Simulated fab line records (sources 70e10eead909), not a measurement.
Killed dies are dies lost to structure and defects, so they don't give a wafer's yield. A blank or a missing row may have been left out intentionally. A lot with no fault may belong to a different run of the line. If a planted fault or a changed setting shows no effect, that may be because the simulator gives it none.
The same fault as seen by 2 desks | flow nandHarc | each desk holds nothing but its own numbers, with what lay behind them at the end

## TOOL OWNER'S DESK, rieDiel-01
The tool's own readings at NHARC_A_BONDPAD_STRIP_15 (strips in O2): means of the sampled wafers that have a number, for each lot that ran on this tool. The brackets show how far a lot's mean lies from the usual mean; more than 4 standard deviations puts the lot out of limits, marked OUT.
Columns: A = chamberPressureMTorr at NHARC_A_BONDPAD_STRIP_15, usual 60.00 mTorr; B = drypumpMotorCurrentA at NHARC_A_BONDPAD_STRIP_15, usual 5.8 A; C = oesProductAu at NHARC_A_BONDPAD_STRIP_15, usual 0.996 a.u.; D = rfVppV at NHARC_A_BONDPAD_STRIP_15, usual 57.6 V; E = showerheadPlenumPTorr at NHARC_A_BONDPAD_STRIP_15, usual 3.46 Torr; F = throttleValvePct at NHARC_A_BONDPAD_STRIP_15, usual 17.038 %
lot  | first seen here | A     | B   | C     | D    | E    | F
L771 | day 18 12:14    | 59.96 | 6.2 | 0.985 | 57.2 | 3.32 | 17.029
L769 | day 18 14:18    | 60.04 | 5.9 | 1.000 | 56.4 | 3.32 | 17.037
L775 | day 19 09:23    | 60.04 | 5.7 | 1.001 | 57.1 | 3.46 | 17.039
L779 | day 20 06:43    | 59.96 | 5.7 | 0.998 | 58.2 | 3.46 | 17.033
L778 | day 20 07:29    | 60.05 | 5.7 | 0.993 | 57.8 | 3.46 | 17.037
L784 | day 21 11:26    | 60.01 | 5.9 | 1.005 | 56.9 | 3.31 | 17.035
L788 | day 22 14:52    | 59.97 | 5.4 | 0.987 | 58.2 | 3.46 | 17.045
This desk's finding: nothing out of limits on any of the 7 lots.

## FROM THE METROLOGY DESK
Means of the sampled wafers that have a number, per lot and without regard to the tool the lot ran on: this is what the gauges read. The brackets show how far a lot's mean lies from the usual mean; more than 4 standard deviations puts the lot out of limits, marked OUT.
Columns: A = cdNm at NHARC_A_M1_CD_MEAS_16, usual 119.6 nm
lot  | first seen here | A
L771 | day 18 07:23    | 118.9
L769 | day 18 09:11    | 119.3
L770 | day 18 12:25    | 118.8
L775 | day 19 04:10    | 119.8
L776 | day 19 14:37    | 119.6
L779 | day 20 01:43    | 119.1
L778 | day 20 02:30    | 119.2
L781 | day 20 17:14    | 119.9
L784 | day 21 06:35    | 119.5
L787 | day 22 04:13    | 120.5
L788 | day 22 09:53    | 120.4
This desk's finding: nothing out of limits on any of the 11 lots.

## TAKEN TOGETHER
The tool owner's desk saw nothing out of limits.
Metrology desk: nothing out of limits seen.

## WHAT WAS PUT IN BY THE SIMULATOR
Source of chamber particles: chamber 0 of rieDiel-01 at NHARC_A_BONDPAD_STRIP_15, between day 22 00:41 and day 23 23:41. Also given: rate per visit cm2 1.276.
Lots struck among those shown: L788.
